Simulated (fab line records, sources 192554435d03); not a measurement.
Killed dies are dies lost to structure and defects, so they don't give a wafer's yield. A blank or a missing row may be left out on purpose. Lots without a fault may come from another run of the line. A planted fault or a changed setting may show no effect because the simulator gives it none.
Chamber matching | flow n5_finfet | N5_GATE_CUT_ALD_22 on ald_sin-03: 4 sister chambers
The step deposits SiNx, target thk 16 nm, pulse time 1 s, ald cycles 320. 16 wafers are shown with their chamber, then 8 later ones without.

WAFERS WITH THEIR CHAMBER
wafer  | chamber | heater_power_outer_w (W) | heater_power_w (W) | precursor_pulse_height_rel
L074.3 | 3       | 547                      | 862                | 1.021
L074.4 | 0       | 489                      | 796                | 0.994
L074.5 | 1       | 596                      | 912                | 0.964
L075.2 | 3       | 546                      | 877                | 1.002
L075.4 | 1       | 596                      | 896                | 0.998
L075.6 | 0       | 498                      | 814                | 0.999
L080.1 | 2       | 617                      | 1048               | 1.012
L080.2 | 1       | 608                      | 910                | 0.987
L080.5 | 2       | 638                      | 1031               | 1.010
L085.3 | 0       | 493                      | 796                | 1.001
L085.4 | 2       | 640                      | 1037               | 0.964
L085.6 | 1       | 600                      | 893                | 0.967
L086.2 | 2       | 634                      | 1025               | 1.012
L086.3 | 0       | 494                      | 784                | 1.000
L086.6 | 3       | 553                      | 859                | 1.013
L093.3 | 2       | 618                      | 1048               | 1.000

SIGNATURES (means of the wafers above)
reading                    | chamber 0 | chamber 1 | chamber 2 | chamber 3 | scatter within a chamber
heater_power_outer_w       | 493.50    | 600.00    | 629.40    | 548.67    | 7.4
heater_power_w             | 797.50    | 902.75    | 1037.80   | 866.00    | 10.6
precursor_pulse_height_rel | 0.99850   | 0.97900   | 0.99960   | 1.01200   | 0.015
Rule: a wafer's distance from a chamber is the root of the sum, over the readings, of the square of ((its reading less the chamber's mean) divided by the reading's scatter). The wafer belongs to the nearest chamber; if the next one is less than 2 further off, it can't be placed. The scatter: the root of (the sum of the squares of (reading less its chamber's mean) over the shown wafers, divided by (wafers less chambers)).

WAFERS WITHOUT THEIR CHAMBER
wafer  | heater_power_outer_w (W) | heater_power_w (W) | precursor_pulse_height_rel
L093.5 | 580                      | 900                | 0.972
L093.6 | 498                      | 802                | 0.996
L095.1 | 631                      | 1081               | 0.988
L095.4 | 520                      | 860                | 0.990
L095.6 | 489                      | 799                | 0.971
L096.1 | 626                      | 1045               | 1.002
L096.3 | 520                      | 828                | 1.005
L096.6 | 492                      | 802                | 1.012

WHICH CHAMBER EACH WENT THROUGH
wafer  | from the rows above     | in truth
L093.5 | 1                       | 1
L093.6 | 0                       | 0
L095.1 | 2                       | 2
L095.4 | 3                       | 3
L095.6 | 0                       | 0
L096.1 | 2                       | 2
L096.3 | can't be placed: 0 or 3 | 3
L096.6 | 0                       | 0
Placed correctly: 7 of 8. Can't be placed from these rows: 1 (the true chamber is among the candidates in 1). Placed wrongly: 0.
